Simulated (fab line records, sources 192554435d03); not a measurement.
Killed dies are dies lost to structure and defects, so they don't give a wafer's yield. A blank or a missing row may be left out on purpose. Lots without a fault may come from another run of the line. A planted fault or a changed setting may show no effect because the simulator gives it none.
Split-lot experiment | flow n5_finfet | 7 lots, 21 wafers read, on a route of 1938 steps

THE SPLIT
At N5_FIN_SAQP_PEB_14 (peb time 60 s), the setting peb_time_s was moved away from the recipe's 60 s on 9 of the 21 wafers read, by -13.0% to +17.2%. The other wafers ran this setting at the recipe's value.

FROM THE SPLIT TO THE READING: what the file shows between them, 1 step
- N5_FIN_SAQP_DEVELOP_15: develop time 30 s

THE READING
cd_nm, in nm, at N5_FIN_SAQP_CD_MEAS_16 (target cd 35.6 nm). Fault-free wafers of this fab line usually give 35.6 nm, standard deviation 0.36 nm.

wafer  | tool, chamber at the split | peb_time_s as run, s | against the recipe | cd_nm, nm | against lot-mates on the recipe
L074.2 | litho_track-02, 0          | 60                   | recipe             | 35.4      | -
L074.3 | litho_track-02, 0          | 60                   | recipe             | 35.4      | -
L074.5 | litho_track-02, 0          | 60                   | recipe             | 35.7      | -
L076.3 | litho_track-02, 0          | 52.19                | -13.0%             | 37.6      | +2.3
L076.4 | litho_track-02, 0          | 60                   | recipe             | 35.3      | -
L076.6 | litho_track-02, 0          | 52.19                | -13.0%             | 37.7      | +2.4
L080.2 | litho_track-02, 0          | 53.14                | -11.4%             | 37.4      | +1.9
L080.4 | litho_track-02, 0          | 60                   | recipe             | 35.5      | -
L080.6 | litho_track-02, 0          | 53.14                | -11.4%             | 37.4      | +1.9
L082.1 | litho_track-04, 0          | 60                   | recipe             | 35.1      | -
L082.2 | litho_track-04, 0          | 69.35                | +15.6%             | 33.3      | -1.8
L082.5 | litho_track-04, 0          | 69.35                | +15.6%             | 33.4      | -1.7
L083.2 | litho_track-02, 0          | 70.31                | +17.2%             | 33.1      | -2.1
L083.4 | litho_track-02, 0          | 60                   | recipe             | 35.0      | -
L083.6 | litho_track-02, 0          | 60                   | recipe             | 35.4      | -
L087.2 | litho_track-03, 0          | 60                   | recipe             | 35.7      | -
L087.4 | litho_track-03, 0          | 60                   | recipe             | 36.3      | -
L087.6 | litho_track-03, 0          | 60                   | recipe             | 35.9      | -
L089.3 | litho_track-03, 0          | 60                   | recipe             | 35.3      | -
L089.4 | litho_track-03, 0          | 68.44                | +14.1%             | 33.8      | -1.5
L089.5 | litho_track-03, 0          | 68.44                | +14.1%             | 33.7      | -1.6

THE FIT
A straight line over all 21 wafers: cd_nm changes by -0.146 nm for each +1% of peb_time_s; r = -0.98; the points scatter about the line by 0.3 nm.
The same after taking each lot's own level away (the mean of its wafers on the recipe; 21 wafers): -0.137 nm for each +1%; r = -0.98; scatter 0.26 nm.
On that fit, the largest move of peb_time_s shifts the reading by 2.4 nm.
The lots' own levels span 35.10 to 35.97 nm, that is 2.4 times the standard deviation above.
So the lot-to-lot level changes the slope little: the two slopes agree.
Check: with one of the wafers moved furthest among these (+17.2%) left out of the fit, the line predicts -2.2 nm for it against its lot-mates. It came out at -2.1 nm against them.

OTHER SPLITS ON THESE WAFERS
These wafers also went through other splits before the reading. Each is held against what the fit with the lots' levels taken away leaves over:
other split on the same wafers           | wafers away from the commonest value | r with cd_nm (lot level and that fit taken away)
N5_ZERO_LAYER_PECVD_02 time_s            | 5                                    | +0.12
N5_ZERO_LAYER_EXPOSE_08 dose_mj          | 9                                    | +0.07
N5_PMOS_HMC_CHANNEL_EPI_HM_DEP_34 time_s | 7                                    | -0.21
N5_FIN_SAQP_PECVD_47 time_s              | 7                                    | -0.21

THE FILE'S OWN FIT
cd_nm changes by -0.133 nm for each +1% of peb_time_s, r = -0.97.
